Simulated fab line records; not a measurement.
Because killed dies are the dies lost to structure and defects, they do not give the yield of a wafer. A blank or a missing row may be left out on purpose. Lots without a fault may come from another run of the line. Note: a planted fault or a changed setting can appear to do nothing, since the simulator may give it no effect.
fab line records ; flow n5_finfet
record lots=7; wafers=21; last_day=18
route steps=1938 shown DUMMY_GATE@244 SD_EPI_N@275 BEOL_M4@1111 PASSIVATION@1936
lots that met no fault: from a run of the same line without faults
start_h: hours from the record's opening day to when the first of the lot's shown wafers began ; wait_h: how many hours have passed since the lot's step before this one ; " the same as in the row above ; L1.1+2: a row that stands for several wafers ; - no value present, or no start provided ; * or withheld: withheld ; < > ~ a bound
route shown NAME@n: names a module that has steps shown in the file, with the first one's number in the route ; usual: mean and standard deviation over wafers with no fault ; same: alike in all rows ; chamber/n: place in a boat ; sites: readings site by site ; _std_site: standard deviation across them ; _edge_site: inner sites' mean taken away from outer sites' mean ; radius_mm: for every site, how far away it sits from the centre of the wafer ; mask NAME#n: copy n ; behind: tool/chamber where the wafer was last shaped ; hold: reason for holding the lot/hours on hold/outcome of the hold ; device: the n, p or np transistor that did not switch ; end of line: the same wafers' tests at the end of the route ; a step given without rows: its recipe and nothing more ; killed: the dies lost at the first sort to structure and to defects; this is not the yield of the wafer ; map: a wafer's dies, x killed, . not, _ none there
set.NAME: the setting as run; set.NAME@STEP: as run at that earlier step ; model.NAME: the simulator's own value behind a step, which no gauge read
one table for each step of the route and one row for each wafer, over a sample of lots
services: a tool's chamber out of use, with start hour (start_h, from the record's first day; less than 0 if before it), hours out, and reason
## steps
# step N5_DUMMY_GATE_STRIP_41
# recipe chemistry=O2; power_w=400; temp_c=40; pressure_mtorr=30; rf_frequency_hz=6e+07; bias_power_w=0; overash_fraction=0.3; o2_flow_sccm=225
# usual drypump_motor_current_A=5.7/0.43; oes_product_au=0.77/0.066; rf_vpp_V=3.7/0.48; showerhead_plenum_p_Torr=2.10/0.069; temp_c=40.00/0.12; throttle_valve_pct=16.70/0.17
lot.wafer;tool;chamber;start_h;wait_h;drypump_motor_current_A;oes_product_au;rf_hours_counter_h;rf_vpp_V;showerhead_plenum_p_Torr;temp_c;throttle_valve_pct
L313.2;rie_diel-01;2;84.13;0.0;6.0;0.74;155;3.1;2.16;39.98;16.72
L313.4;rie_diel-01;0;84.13;0.0;6.0;0.80;-;2.9;2.04;39.98;16.92
L313.5;rie_diel-01;1;84.13;0.0;6.5;0.97;-;3.7;2.14;39.95;16.44
L320.2;rie_diel-01;1;125.59;0.0;6.5;0.94;24;3.3;2.14;39.92;16.46
L320.3;rie_diel-01;2;125.59;0.0;6.0;0.73;168;3.8;2.16;40.09;16.72
L320.4;rie_diel-01;0;125.59;0.0;6.0;0.79;133;4.1;2.04;39.98;16.94
L321.2;rie_diel-05;1;132.42;0.0;5.7;0.73;159;3.4;2.01;40.10;17.04
L321.5;rie_diel-05;2;132.42;0.0;5.6;0.73;-;3.5;2.16;39.93;16.64
L321.6;rie_diel-05;3;132.42;0.0;5.6;0.72;-;3.7;2.18;39.81;16.77
L326.1;rie_diel-02;2;163.36;0.0;4.9;0.73;182;3.7;2.07;40.05;16.52
L326.3;rie_diel-02;3;163.36;0.0;5.9;0.70;194;3.8;2.00;39.80;16.80
L326.5;rie_diel-02;3;163.36;0.0;5.9;0.70;-;3.1;2.00;39.90;16.81
L328.2;rie_diel-05;2;173.36;0.0;5.6;0.72;210;4.7;2.16;39.87;16.65
L328.3;rie_diel-05;3;173.36;0.0;5.6;0.71;216;3.8;2.17;39.95;16.80
L328.5;rie_diel-05;3;173.36;0.0;5.6;0.72;-;4.2;2.17;39.93;16.82
L329.2;rie_diel-05;1;180.74;0.0;5.7;0.71;175;3.4;2.01;40.28;17.09
L329.4;rie_diel-05;0;180.74;0.0;5.9;0.83;74;3.7;2.20;39.97;16.63
L329.6;rie_diel-05;1;180.74;0.0;5.7;0.71;-;4.2;2.01;40.12;17.10
L330.2;rie_diel-01;0;188.46;0.0;6.1;0.78;151;3.5;2.03;40.11;16.99
L330.3;rie_diel-01;3;188.46;0.0;5.0;0.71;197;3.5;2.01;39.84;16.80
L330.6;rie_diel-01;2;188.46;0.0;5.9;0.72;-;3.8;2.15;40.02;16.77
# step N5_DUMMY_GATE_ETCH_42
# recipe chemistry=CHF3/O2; target=SiO2; target_depth_a=35; time_s=31; ion_energy_ev=30; bias_w=12; pressure_mtorr=30; source_w=600; Ar_flow_sccm=200; CHF3_flow_sccm=50; O2_flow_sccm=5
# usual CHF3_flow_sccm=50.00/0.15; O2_flow_sccm=5.001/0.014; drypump_motor_current_A=5.7/0.46; oes_ar_750_au=0.77/0.06; oes_product_au=0.77/0.068; rf_vpp_V=42.6/1.1; showerhead_plenum_p_Torr=2.42/0.084; throttle_valve_pct=18.81/0.18
lot.wafer;tool;chamber;start_h;wait_h;CHF3_flow_sccm;O2_flow_sccm;drypump_motor_current_A;oes_ar_750_au;oes_product_au;rf_hours_counter_h;rf_vpp_V;showerhead_plenum_p_Torr;throttle_valve_pct
L313.2;rie_diel-05;1;84.58;0.0;49.75;5.019;5.7;0.74;0.73;147;42.4;2.33;19.18
L313.4;rie_diel-05;0;84.58;0.0;49.95;4.997;5.8;0.88;0.88;46;43.3;2.55;18.77
L313.5;rie_diel-05;1;84.58;0.0;49.82;5.002;5.7;0.74;0.73;-;40.9;2.33;19.20
L320.2;rie_diel-05;2;126.03;0.0;50.11;5.009;5.6;0.74;0.73;196;41.7;2.50;18.85
L320.3;rie_diel-05;1;126.03;0.0;49.74;5.007;5.7;0.73;0.73;158;41.8;2.32;19.21
L320.4;rie_diel-05;3;126.03;0.0;49.80;5.010;5.6;0.72;0.72;201;44.1;2.50;18.88
L321.2;rie_diel-02;1;132.87;0.0;49.99;5.008;6.2;0.74;0.73;178;43.0;2.50;18.80
L321.5;rie_diel-02;2;132.87;0.0;50.16;4.993;4.9;0.74;0.74;-;42.1;2.39;18.63
L321.6;rie_diel-02;1;132.87;0.0;50.02;4.976;6.2;0.75;0.73;-;44.1;2.50;18.81
L326.1;rie_diel-02;0;163.91;0.1;49.63;5.008;5.8;0.74;0.74;158;43.2;2.41;18.65
L326.3;rie_diel-02;2;163.91;0.1;49.90;5.002;4.9;0.74;0.73;182;43.2;2.39;18.64
L326.5;rie_diel-02;2;163.91;0.1;49.88;5.003;4.9;0.74;0.73;-;42.4;2.39;18.65
L328.2;rie_diel-05;3;173.81;0.0;50.02;5.002;5.6;0.70;0.71;216;42.4;2.49;18.90
L328.3;rie_diel-05;0;173.81;0.0;50.03;4.993;5.8;0.84;0.85;72;45.4;2.54;18.80
L328.5;rie_diel-05;3;173.81;0.0;49.97;4.987;5.6;0.71;0.71;-;42.8;2.49;18.91
L329.2;rie_diel-01;3;181.19;0.0;50.31;4.987;5.0;0.71;0.71;196;42.0;2.31;18.83
L329.4;rie_diel-01;2;181.19;0.0;50.05;5.041;5.9;0.73;0.72;-;44.5;2.50;19.02
L329.6;rie_diel-01;1;181.19;0.0;50.24;4.999;6.5;0.87;0.89;-;41.2;2.43;18.55
L330.2;rie_diel-01;2;188.91;0.0;50.20;5.000;5.9;0.73;0.71;188;42.3;2.50;19.00
L330.3;rie_diel-01;0;188.91;0.0;50.14;5.004;6.1;0.78;0.77;151;43.2;2.31;18.98
L330.6;rie_diel-01;3;188.91;0.0;49.71;5.004;5.0;0.72;0.71;-;42.1;2.31;18.84
# step N5_SD_EPI_N_ETCH_35
# recipe chemistry=N2/H2; target=SOC; overetch_a=1080; mask_material=SiARC; temp_c=40; ion_energy_ev=100; source_w=3000; bias_w=133; pressure_mtorr=20; time_s=486; n2_flow_sccm=200; h2_flow_sccm=200
# usual bias_w=133.0/0.44; chamber_pressure_mTorr=20.001/0.019; drypump_motor_current_A=5.6/0.7; oes_product_au=0.73/0.085; rf_vpp_V=240.0/1.3; showerhead_plenum_p_Torr=2.50/0.075; temp_c=40.01/0.11; throttle_valve_pct=23.9/0.3
lot.wafer;tool;chamber;start_h;wait_h;bias_w;chamber_pressure_mTorr;drypump_motor_current_A;oes_product_au;rf_hours_counter_h;rf_vpp_V;showerhead_plenum_p_Torr;temp_c;throttle_valve_pct
L313.2;rie_diel-06;0;85.99;0.0;132.8;20.032;5.2;0.81;27;240.9;2.49;39.93;24.0
L313.4;rie_diel-06;2;85.99;0.0;133.5;19.988;5.3;0.66;-;240.0;2.43;39.90;24.3
L313.5;rie_diel-06;1;85.99;0.0;132.9;20.018;4.9;0.76;-;239.6;2.48;40.17;23.8
L320.2;rie_diel-06;1;127.56;0.0;-;-;-;-;-;-;-;-;-
L320.3;rie_diel-06;2;127.56;0.0;-;-;-;-;-;-;-;-;-
L320.4;rie_diel-06;3;127.56;0.0;-;-;-;-;-;-;-;-;-
L321.2;rie_diel-06;1;134.29;0.0;-;-;-;-;-;-;-;-;-
L321.5;rie_diel-06;1;134.29;0.0;-;-;-;-;-;-;-;-;-
L321.6;rie_diel-06;0;134.29;0.0;-;-;-;-;-;-;-;-;-
L326.1;rie_diel-03;1;165.63;0.0;133.4;19.959;6.6;0.62;224;237.8;2.42;40.06;24.4
L326.3;rie_diel-03;2;165.63;0.0;132.5;20.015;4.8;0.81;26;239.8;2.50;40.11;23.6
L326.5;rie_diel-03;3;165.63;0.0;133.1;20.009;6.5;0.82;-;242.5;2.69;40.03;23.3
L328.2;rie_diel-06;3;175.20;0.0;132.9;20.028;6.6;0.86;10;240.0;2.49;39.92;23.7
L328.3;rie_diel-06;1;175.20;0.0;132.9;20.026;4.8;0.73;94;238.2;2.47;39.91;23.9
L328.5;rie_diel-06;3;175.20;0.0;134.1;19.981;6.7;0.86;-;240.4;2.49;40.07;23.7
L329.2;rie_diel-03;1;183.05;0.0;133.9;19.980;6.6;0.61;230;239.9;2.42;40.13;24.5
L329.4;rie_diel-03;3;183.05;0.0;133.2;20.024;6.5;0.80;22;243.2;2.69;40.02;23.3
L329.6;rie_diel-03;2;183.05;0.0;132.8;20.017;4.8;0.81;-;240.5;2.50;40.02;23.6
L330.2;rie_diel-03;0;190.88;0.0;132.1;19.960;5.0;0.78;43;241.1;2.58;39.95;23.9
L330.3;rie_diel-03;3;190.88;0.0;132.9;19.985;6.6;0.79;26;241.9;2.69;39.83;23.3
L330.6;rie_diel-03;0;190.88;0.0;132.5;20.017;5.0;0.78;-;240.3;2.58;39.92;23.9
# step N5_SD_EPI_N_ETCHBACK_44
# recipe chemistry=CH3F/O2; mode=anisotropic_etchback; target=SiNx; target_depth_a=145; stop_on=SiO2; over_etch_frac=0.3; ion_energy_ev=120; pressure_mtorr=30; source_w=395; bias_w=73; Ar_flow_sccm=150; CH3F_flow_sccm=30; O2_flow_sccm=20
# usual drypump_motor_current_A=5.6/0.71; oes_ar_750_au=0.82/0.092; oes_product_au=0.70/0.082; rf_vpp_V=296/6; showerhead_plenum_p_Torr=1.97/0.065; throttle_valve_pct=16.35/0.25
lot.wafer;tool;chamber;start_h;wait_h;drypump_motor_current_A;oes_ar_750_au;oes_product_au;rf_hours_counter_h;rf_vpp_V;showerhead_plenum_p_Torr;throttle_valve_pct
L313.2;rie_diel-06;0;86.32;0.0;5.2;0.90;0.77;27;298;1.97;16.26
L313.4;rie_diel-06;2;86.32;0.0;5.4;0.74;0.63;-;291;1.91;16.54
L313.5;rie_diel-06;1;86.32;0.0;4.8;0.85;0.74;-;301;1.94;16.29
L320.2;rie_diel-06;1;127.89;0.0;4.9;0.83;0.32;74;299;1.94;16.25
L320.3;rie_diel-06;2;127.89;0.0;5.4;0.73;0.28;202;290;1.91;16.52
L320.4;rie_diel-06;3;127.89;0.0;6.7;0.69;0.26;247;294;1.96;16.62
L321.2;rie_diel-06;1;134.62;0.0;4.9;0.82;0.31;76;301;1.94;16.26
L321.5;rie_diel-06;1;134.62;0.0;4.9;0.83;0.31;-;300;1.94;16.26
L321.6;rie_diel-06;0;134.62;0.0;5.1;0.86;0.32;-;300;1.96;16.24
L326.1;rie_diel-03;1;165.95;0.0;6.6;0.69;0.59;224;288;1.90;16.68
L326.3;rie_diel-03;2;165.95;0.0;4.8;0.90;0.77;26;305;1.95;15.84
L326.5;rie_diel-03;3;165.95;0.0;6.5;0.90;0.78;-;306;2.14;16.10
L328.2;rie_diel-06;3;175.53;0.0;6.7;0.94;0.82;10;292;1.95;16.21
L328.3;rie_diel-06;1;175.53;0.0;4.8;0.81;0.70;94;299;1.93;16.34
L328.5;rie_diel-06;3;175.53;0.0;6.7;0.94;0.83;-;294;1.95;16.19
L329.2;rie_diel-03;1;183.38;0.0;6.6;0.69;0.58;230;287;1.90;16.68
L329.4;rie_diel-03;3;183.38;0.0;6.5;0.88;0.76;22;306;2.14;16.10
L329.6;rie_diel-03;2;183.38;0.0;4.8;0.88;0.77;-;303;1.94;15.85
L330.2;rie_diel-03;0;191.20;0.0;5.0;0.87;0.75;43;295;2.05;16.50
L330.3;rie_diel-03;3;191.20;0.0;6.5;0.88;0.75;26;304;2.14;16.11
L330.6;rie_diel-03;0;191.20;0.0;5.0;0.88;0.75;-;294;2.05;16.49
# step N5_SD_EPI_N_ETCH_16
# recipe chemistry=CHF3/O2; target=SiO2; target_depth_a=50; mask_material=SOC; pressure_mtorr=30; source_w=650; bias_w=170; Ar_flow_sccm=200; CHF3_flow_sccm=50; O2_flow_sccm=5; ion_energy_ev=200
# usual CHF3_flow_sccm=50.00/0.14; O2_flow_sccm=5.002/0.015; drypump_motor_current_A=5.6/0.71; oes_ar_750_au=0.82/0.094; oes_product_au=0.82/0.1; rf_vpp_V=522/11; showerhead_plenum_p_Torr=2.37/0.076; throttle_valve_pct=18.92/0.25
lot.wafer;tool;chamber;start_h;wait_h;CHF3_flow_sccm;O2_flow_sccm;drypump_motor_current_A;oes_ar_750_au;oes_product_au;rf_hours_counter_h;rf_vpp_V;showerhead_plenum_p_Torr;throttle_valve_pct
L313.2;rie_diel-06;0;86.52;0.1;49.91;5.018;5.1;0.89;0.89;27;530;2.38;18.90
L313.4;rie_diel-06;2;86.52;0.1;49.85;4.991;5.3;0.74;0.74;-;516;2.30;19.10
L313.5;rie_diel-06;1;86.52;0.1;50.02;4.977;4.8;0.84;0.87;-;532;2.34;18.85
L320.2;rie_diel-06;1;128.09;0.1;49.84;4.997;4.8;0.83;0.84;74;529;2.34;18.87
L320.3;rie_diel-06;2;128.09;0.1;50.03;5.011;5.4;0.73;0.72;202;515;2.30;19.12
L320.4;rie_diel-06;3;128.09;0.1;49.77;5.029;6.7;0.69;0.69;247;517;2.36;19.19
L321.2;rie_diel-06;1;134.82;0.1;49.96;4.969;4.8;0.82;0.84;76;531;2.34;18.87
L321.5;rie_diel-06;1;134.82;0.1;50.21;4.976;4.9;0.83;0.84;-;529;2.34;18.88
L321.6;rie_diel-06;0;134.82;0.1;49.58;4.993;5.2;0.86;0.86;-;529;2.37;18.92
L326.1;rie_diel-03;1;166.15;0.1;50.17;5.012;6.5;0.69;0.68;224;505;2.30;19.21
L326.3;rie_diel-03;2;166.15;0.1;49.96;4.971;4.8;0.90;0.92;26;535;2.34;18.39
L326.5;rie_diel-03;3;166.15;0.1;49.93;4.999;6.5;0.90;0.93;-;538;2.58;18.69
L328.2;rie_diel-06;3;175.73;0.1;49.92;5.000;6.7;0.95;0.96;10;517;2.36;18.82
L328.3;rie_diel-06;1;175.73;0.1;49.83;5.005;4.8;0.81;0.82;94;529;2.33;18.93
L328.5;rie_diel-06;3;175.73;0.1;49.90;5.019;6.7;0.94;0.95;-;516;2.36;18.83
L329.2;rie_diel-03;1;183.58;0.1;49.97;5.019;6.6;0.69;0.68;230;505;2.30;19.23
L329.4;rie_diel-03;3;183.58;0.1;49.98;5.025;6.5;0.88;0.92;22;539;2.58;18.70
L329.6;rie_diel-03;2;183.58;0.1;50.09;4.979;4.8;0.89;0.90;-;536;2.34;18.39
L330.2;rie_diel-03;0;191.40;0.1;50.13;4.987;5.0;0.87;0.88;43;518;2.46;19.05
L330.3;rie_diel-03;3;191.40;0.1;49.85;5.001;6.6;0.87;0.91;26;539;2.57;18.71
L330.6;rie_diel-03;0;191.40;0.1;50.10;4.991;5.0;0.88;0.87;-;519;2.46;19.04
# step N5_BEOL_M4_RC_MEAS_101
# usual DIBL_N=36.0/1.6; DIBL_P=36.1/2; IOFF_N=0.160/0.029; IOFF_P=0.21/0.039; ION_N=675/13; ION_P=464/8.8; SS_N=71.5/0.58; SS_P=73.3/0.65; VT_N=250/3.3; VT_P=-249/3.6
lot.wafer;tool;chamber;start_h;wait_h;DIBL_N[mV/V];DIBL_P[mV/V];IOFF_N[nA/um];IOFF_P[nA/um];ION_N[uA/um];ION_P[uA/um];SS_N[mV/dec];SS_P[mV/dec];VT_N[mV];VT_P[mV]
L313.2;prober-01;0;204.50;0.2;36.7;38.2;0.177;0.22;677;454;70.9;74.5;250;-250
L313.4;prober-01;0;204.50;0.2;35.7;37.7;0.172;0.22;671;461;71.7;73.8;249;-252
L313.5;prober-01;0;204.50;0.2;34.9;35.4;0.150;0.18;657;447;71.5;73.5;252;-254
L328.2;prober-02;0;294.61;0.2;31.8;33.0;0.115;0.18;667;461;70.8;72.4;256;-250
L328.3;prober-02;0;294.61;0.2;32.8;34.9;0.123;0.21;663;468;71.1;73.2;254;-246
L328.5;prober-02;0;294.61;0.2;35.6;37.3;0.171;0.24;681;471;71.3;73.8;249;-247
L326.1;prober-01;0;297.94;0.0;34.8;34.0;0.146;0.17;687;463;70.9;72.3;247;-252
L326.3;prober-01;0;297.94;0.0;36.2;35.5;0.154;0.20;681;469;71.5;73.7;248;-250
L326.5;prober-01;0;297.94;0.0;36.8;35.9;0.174;0.21;699;468;71.2;73.0;247;-250
L330.2;prober-01;0;302.01;0.2;37.1;39.3;0.192;0.30;682;472;70.9;74.7;245;-242
L330.3;prober-01;0;302.01;0.2;37.2;38.6;0.181;0.27;677;469;72.6;73.8;247;-246
L330.6;prober-01;0;302.01;0.2;38.8;40.2;0.234;0.31;687;468;72.1;74.1;244;-242
L329.2;prober-02;0;303.43;0.2;34.6;33.6;0.128;0.19;664;462;70.7;72.0;253;-247
L329.4;prober-02;0;303.43;0.2;35.0;35.3;0.139;0.21;657;458;71.5;72.9;253;-251
L329.6;prober-02;0;303.43;0.2;37.1;37.7;0.180;0.25;682;465;71.9;74.1;247;-247
# step N5_PASSIVATION_PROBE_49
# usual defect_limited_yield=91.0/1.3; killed_at_M0_to_M3=36/9.5; killed_at_M4_up=14/5.6; killed_at_contacts=12/6.4; killed_at_front_end=40/10; killed_at_other=3.2/3; killed_dies=107/15; killed_on_rim=15/4.5; killed_open=69/12; killed_short=35/7.7; sort_bin_5_function=5.3/0.91; sort_bin_6_memory=3.3/0.65; sort_n_pass=1073/15; sort_yield_pct=91.0/1.3
# same gross_dies=1180; killed_at_back_side=0; sort_bin_4_leakage[%]=0; sort_bin_8_speed[%]=0
lot.wafer;tool;chamber;start_h;wait_h;defect_limited_yield[%];killed_at_M0_to_M3;killed_at_M4_up;killed_at_contacts;killed_at_front_end;killed_at_other;killed_dies;killed_on_rim;killed_open;killed_short;sort_bin_5_function[%];sort_bin_6_memory[%];sort_n_pass;sort_yield_pct[%]
L320.2;prober-02;-;354.66;0.1;0;58;13;23;1083;3;1180;152;92;39;95.1;4.7;0;0
L320.3;prober-02;-;354.71;0.1;0;33;12;13;1121;1;1180;152;62;33;97.0;2.5;0;0
L320.4;prober-02;-;354.76;0.2;0;36;16;22;1102;4;1180;152;82;37;95.4;4.4;0;0
L321.2;prober-02;-;358.21;0.1;0;44;14;12;1108;2;1180;152;79;44;95.8;3.9;0;0
L321.5;prober-02;-;358.36;0.2;0;61;9;6;1098;6;1180;152;70;50;95.4;4.4;0;0
L321.6;prober-02;-;358.41;0.3;0;39;32;14;1095;0;1180;152;101;35;95.4;4.4;0;0
# killed by level:class
L320.2 SD_EPI_N:area_etch=1048 MOL_CONTACT_COAG:geometric_particle:open=20 BEOL_M0_SAQP:geometric_particle:open=17 BEOL_M0_SAQP:geometric_particle:short=13 BEOL_M3:geometric_particle:open=12 STI_FIN_REVEAL:geometric_particle:open=10 STI_FIN_REVEAL:geometric_particle:short=7 BEOL_M4:geometric_particle:open=7
L320.3 SD_EPI_N:area_etch=1085 STI_FIN_REVEAL:geometric_particle:open=13 MOL_CONTACT_COAG:geometric_particle:open=11 BEOL_M0_SAQP:geometric_particle:short=10 GATE_CUT:geometric_particle:short=6 BEOL_M4:geometric_particle:open=6 BEOL_M0_SAQP:geometric_particle:open=5 BEOL_M1:geometric_particle:open=5
L320.4 SD_EPI_N:area_etch=1054 MOL_CONTACT_COAG:geometric_particle:open=15 STI_FIN_REVEAL:geometric_particle:open=13 BEOL_M3:geometric_particle:open=13 MOL_CONTACT_COAG:geometric_particle:short=7 BEOL_M4:geometric_particle:open=7 STARTING-WAFER:geometric_particle:open=6 DUMMY_GATE:geometric_particle:open=5
L321.2 SD_EPI_N:area_etch=1057 BEOL_M2:geometric_particle:open=13 FIN_SAQP:geometric_particle:open=12 STI_FIN_REVEAL:geometric_particle:open=11 MOL_CONTACT_COAG:geometric_particle:open=11 FIN_SAQP:geometric_particle:short=10 BEOL_M0_SAQP:geometric_particle:short=10 BEOL_M0_SAQP:geometric_particle:open=10
L321.5 SD_EPI_N:area_etch=1060 BEOL_M2:geometric_particle:open=15 FIN_SAQP:geometric_particle:short=14 BEOL_M0_SAQP:geometric_particle:short=13 BEOL_M1:geometric_particle:open=10 BEOL_M0_SAQP:geometric_particle:open=7 MOL_CONTACT_COAG:geometric_particle:open=6 DUMMY_GATE:geometric_particle:open=5
L321.6 SD_EPI_N:area_etch=1044 BEOL_M4:geometric_particle:open=17 FIN_SAQP:geometric_particle:open=13 FIN_SAQP:geometric_particle:short=13 BEOL_M2:geometric_particle:open=12 STI_FIN_REVEAL:geometric_particle:open=11 MOL_CONTACT_COAG:geometric_particle:open=10 BEOL_M1:geometric_particle:open=10
## services
tool;chamber;start_h;hours;kind
rie_diel-01;3;76.84;10.0;repair
rie_diel-03;2;78.36;-;clean
rie_diel-03;2;78.36;-;consumable_replace:focus_ring
rie_diel-03;2;78.36;23.1;scheduled_down
rie_diel-03;2;78.36;23.1;vent_cycle
rie_diel-06;3;81.71;6.0;repair
rie_diel-05;1;91.99;2.6;repair
rie_diel-02;1;92.88;3.0;repair
rie_diel-03;-;97.60;2.8;pm
rie_diel-03;3;101.64;-;clean
rie_diel-03;3;101.64;-;consumable_replace:focus_ring
rie_diel-03;3;101.64;-;consumable_replace:showerhead
rie_diel-03;3;101.64;20.1;scheduled_down
rie_diel-03;3;101.64;20.1;vent_cycle
rie_diel-02;1;113.71;14.4;repair
rie_diel-06;3;135.20;-;clean
rie_diel-06;3;135.20;-;consumable_replace:focus_ring
rie_diel-06;3;135.20;16.4;scheduled_down
rie_diel-06;3;135.20;16.4;vent_cycle
rie_diel-02;1;163.00;10.2;repair
rie_diel-05;1;177.64;1.4;repair
rie_diel-01;0;181.02;4.1;repair
## key
first_sign step=N5_SD_EPI_N_ETCH_35; reading=tool_record; direction=missing
effect step=N5_SD_EPI_N_ETCHBACK_44; reading=oes_product_au; direction=down; sigmas=4.9; usual=0.70; struck=0.30
effect step=N5_PASSIVATION_PROBE_49; reading=killed_at_front_end; direction=up; sigmas=99+; usual=40; struck=1101
more_kills_born_at N5_SD_EPI_N_ETCH_35@rie_diel-06=6348
met_at N5_SD_EPI_N_ETCH_35
struck_lots L320,L321
later_rows_left_out L320.2,L320.3,L320.4,L321.2,L321.5,L321.6
not_acting_at N5_DUMMY_GATE_STRIP_41,N5_DUMMY_GATE_ETCH_42,N5_SD_EPI_N_ETCH_16
onset_between 85.99 127.56
fault kind=skipped_step_whole; tool=rie_diel-06; chamber=-; onset_h=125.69; steps=N5_SD_EPI_N_ETCH_35; scope=struck_lots_only
# later_rows_left_out: the simulator's readings of these wafers behind a module that went badly wrong aren't trusted and aren't shown, but for the sort
